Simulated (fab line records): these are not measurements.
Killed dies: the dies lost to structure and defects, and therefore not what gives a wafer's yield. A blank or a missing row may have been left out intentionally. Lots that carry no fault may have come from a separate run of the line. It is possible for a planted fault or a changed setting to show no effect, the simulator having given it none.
One fault seen from 2 desks + flow n5_finfet + every desk sees just its own numbers, and what lay behind them comes last

AT THE TOOL OWNER'S DESK: pecvd-03
The tool's own readings at N5_FIN_SAQP_HM_DEP_03 (deposits SiNx from SiH4/NH3/N2, target thk 38 nm, time 33.6 s): means of the sampled wafers that have a number, for each lot that ran on this tool. Marked OUT: a lot whose mean sits more than 4 standard deviations from the usual mean, which makes it out of limits; the brackets give that distance.
Columns: A = heater_power_w at N5_FIN_SAQP_HM_DEP_03, usual 759 W; B = showerhead_plenum_p_Torr at N5_FIN_SAQP_HM_DEP_03, usual 5.12 Torr; C = throttle_valve_pct at N5_FIN_SAQP_HM_DEP_03, usual 39.2 %
| lot  | first seen here | A   | B    | C    |
|------|-----------------|-----|------|------|
| L692 | day 2 03:17     | 723 | 5.08 | 38.8 |
| L693 | day 2 09:13     | 757 | 5.08 | 38.5 |
| L697 | day 3 08:32     | 727 | 5.09 | 38.5 |
| L699 | day 3 20:35     | 834 | 5.09 | 38.2 |
| L702 | day 4 17:53     | 754 | 5.09 | 38.5 |
| L711 | day 6 22:12     | 786 | 5.10 | 38.9 |
This desk's verdict: no lot among the 6 shows anything out of limits.

AT THE METROLOGY DESK
What the gauges read for every lot (on any tool): the sampled wafers with a number, averaged. Marked OUT: a lot whose mean sits more than 4 standard deviations from the usual mean, which makes it out of limits; the brackets give that distance. It has 11 readings; the 7 that lie furthest out on some lot are the ones shown.
Columns: A = thk_nm at N5_FIN_SAQP_THK_MEAS_05, usual 37.9 nm; B = ION_N at N5_BEOL_M4_RC_MEAS_101, usual 677 uA/um; C = ION_P at N5_BEOL_M4_RC_MEAS_101, usual 464 uA/um; D = SS_N at N5_BEOL_M4_RC_MEAS_101, usual 72.0 mV/dec; E = SS_P at N5_BEOL_M4_RC_MEAS_101, usual 73.6 mV/dec; F = VT_N at N5_BEOL_M4_RC_MEAS_101, usual 249 mV; G = VT_P at N5_BEOL_M4_RC_MEAS_101, usual -249 mV
| lot  | first seen here | A    | B   | C   | D    | E    | F   | G    |
|------|-----------------|------|-----|-----|------|------|-----|------|
| L692 | day 2 03:22     | 38.8 | 679 | 462 | 72.8 | 74.4 | 249 | -250 |
| L693 | day 2 09:19     | 38.0 | 684 | 468 | 72.3 | 73.2 | 250 | -252 |
| L696 | day 3 03:04     | 36.9 | 680 | 464 | 72.1 | 73.6 | 249 | -251 |
| L697 | day 3 08:39     | 38.2 | 671 | 465 | 71.7 | 74.1 | 249 | -248 |
| L699 | day 3 20:40     | 37.9 | 676 | 464 | 72.0 | 73.6 | 250 | -246 |
| L700 | day 4 02:48     | 37.7 | 678 | 469 | 71.4 | 73.9 | 247 | -245 |
| L702 | day 4 17:58     | 37.7 | 659 | 447 | 72.4 | 73.1 | 251 | -253 |
| L711 | day 6 22:17     | 39.2 | 684 | 473 | 72.1 | 73.5 | 246 | -246 |
| L713 | day 7 10:20     | 37.1 | 684 | 465 | 72.2 | 74.1 | 245 | -251 |
This desk's verdict: no lot among the 9 shows anything out of limits.

ALL TOGETHER
Nothing out of limits was seen by the tool owner's desk.
At the metrology desk, nothing out of limits was observed.

WHAT THE SIMULATOR HAD PUT IN
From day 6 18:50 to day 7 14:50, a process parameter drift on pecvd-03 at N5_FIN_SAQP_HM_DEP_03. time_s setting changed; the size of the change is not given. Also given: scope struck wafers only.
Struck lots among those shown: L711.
